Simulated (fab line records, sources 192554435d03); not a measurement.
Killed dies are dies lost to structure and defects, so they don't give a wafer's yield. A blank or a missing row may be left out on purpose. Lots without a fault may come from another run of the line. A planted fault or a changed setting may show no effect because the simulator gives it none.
A struck lot beside a sound one | flow n5_finfet | 14 steps out of a route of 1938
Sound: wafers L887.1, L887.2, L887.4. Struck: wafer L897.5. (L897.3, L897.4 of the same lot were not struck and are left out.) The cause comes at the end.
At each step with rows: each side's tool, then ch and its chambers, then its first start. Under that, the readings that differ: sound wafers | struck wafers | difference of the means | sigmas: that difference in standard deviations of wafers without a fault.
alike: readings whose means differ by less than 2 such deviations, and words and numbers that are the same on both sides. not compared: withheld readings, readings that some wafer has no value for, bounds like >300 that may hide the same value, and numbers for which the record gives no deviation and whose values overlap.
The two part at a step that has a row with sigmas, a row that says differs or no value, or rows on one side only. Numbers that don't overlap but have no deviation are shown without sigmas and don't part them. A reading that every wafer of one side lacks parts them only if that side has two wafers or more.

first, 6 steps without rows for these wafers: N5_BEOL_M8_COAT_22 (resist thk 30 nm); N5_BEOL_M8_EBR_24; N5_BEOL_M8_SOFTBAKE_23 (time 60 s); N5_BEOL_M8_EXPOSE_25 (exposes mask V7, target cd 40 nm); N5_BEOL_M8_PEB_26 (peb time 60 s); N5_BEOL_M8_DEVELOP_27 (develop time 30 s).
N5_BEOL_M8_CD_MEAS_28: target cd 40 nm.
  sound on cd_sem-03 ch 0, day 11 21:04; struck on cd_sem-01 ch 0, day 15 14:31
  alike: cd_nm
N5_BEOL_M8_OVL_MEAS_29:
  sound on overlay-01 ch 0, day 11 21:06; struck on overlay-01 ch 0, day 15 14:34
  alike: V7_OVL
N5_BEOL_M8_INSPECT_30: inspects for defects (brightfield).
  sound on defect_inspect-01, day 11 21:09; struck on defect_inspect-01, day 15 14:37
  alike: raw_defect_count
N5_BEOL_M8_DESCUM_33: chemistry O2, time 7 s.
  sound on rie_diel-03 ch 0,1,2, day 11 21:11; struck on rie_diel-03 ch 3, day 15 14:38
  reading      | sound             | struck | difference | sigmas
  rf_vpp_V (V) | 239.5 241.8 244.9 | 245.2  | +3.1       | +2
  alike: bias_power_w, drypump_motor_current_A, oes_product_au, rf_fwd_power_W, showerhead_plenum_p_Torr, throttle_valve_pct
  not compared: rf_hours_counter_h
N5_BEOL_M8_ETCH_72: etches underlayer in N2/H2, target depth 6.5 nm, time 5.2 s.
  sound on rie_diel-03 ch 0,1,2, day 11 21:13; struck on rie_diel-03 ch 3, day 15 14:40
  alike: bias_w, drypump_motor_current_A, etch_rf_on_time_s, oes_product_au, rf_fwd_power_W, rf_vpp_V, showerhead_plenum_p_Torr, throttle_valve_pct
  not compared: rf_hours_counter_h
N5_BEOL_M8_ETCH_65: etches SiARC in CF4, target depth 15.6 nm, time 26 s.
  sound on rie_diel-03 ch 0,1,2, day 11 21:14; struck on rie_diel-03 ch 3, day 15 14:41
  alike: bias_w, drypump_motor_current_A, etch_rf_on_time_s, mfc_ar_sccm, oes_product_au, rf_fwd_power_W, rf_vpp_V, showerhead_plenum_p_Torr, throttle_valve_pct
  not compared: rf_hours_counter_h
N5_BEOL_M8_ETCH_66: etches SOC in N2/H2, target depth 80 nm, overetch 16 nm, time 120 s.
  sound on rie_diel-03 ch 0,1,2, day 11 21:16; struck on rie_diel-03 ch 3, day 15 14:43
  reading                                    | sound             | struck | difference | sigmas
  bias_w (W)                                 | 149.0 150.0 150.8 | 119.1  | -30.8      | -67
  rf_vpp_V (V)                               | 518.4 522.2 525.4 | 452.7  | -69.3      | -28
  model.SiARC_of_BEOL_M8_COAT_64.thk_nm (nm) | 6.6 6.6 6.4       | 8      | +1         |
  alike: drypump_motor_current_A, oes_product_au, rf_fwd_power_W, showerhead_plenum_p_Torr, throttle_valve_pct
  not compared: rf_hours_counter_h
then, 1 step without rows for these wafers: N5_BEOL_M8_STRIP_69 (strips in N2/H2).

WHERE THEY PART
First at N5_BEOL_M8_DESCUM_33; last, within this record, at N5_BEOL_M8_ETCH_66.

WHY: what the simulator had put in
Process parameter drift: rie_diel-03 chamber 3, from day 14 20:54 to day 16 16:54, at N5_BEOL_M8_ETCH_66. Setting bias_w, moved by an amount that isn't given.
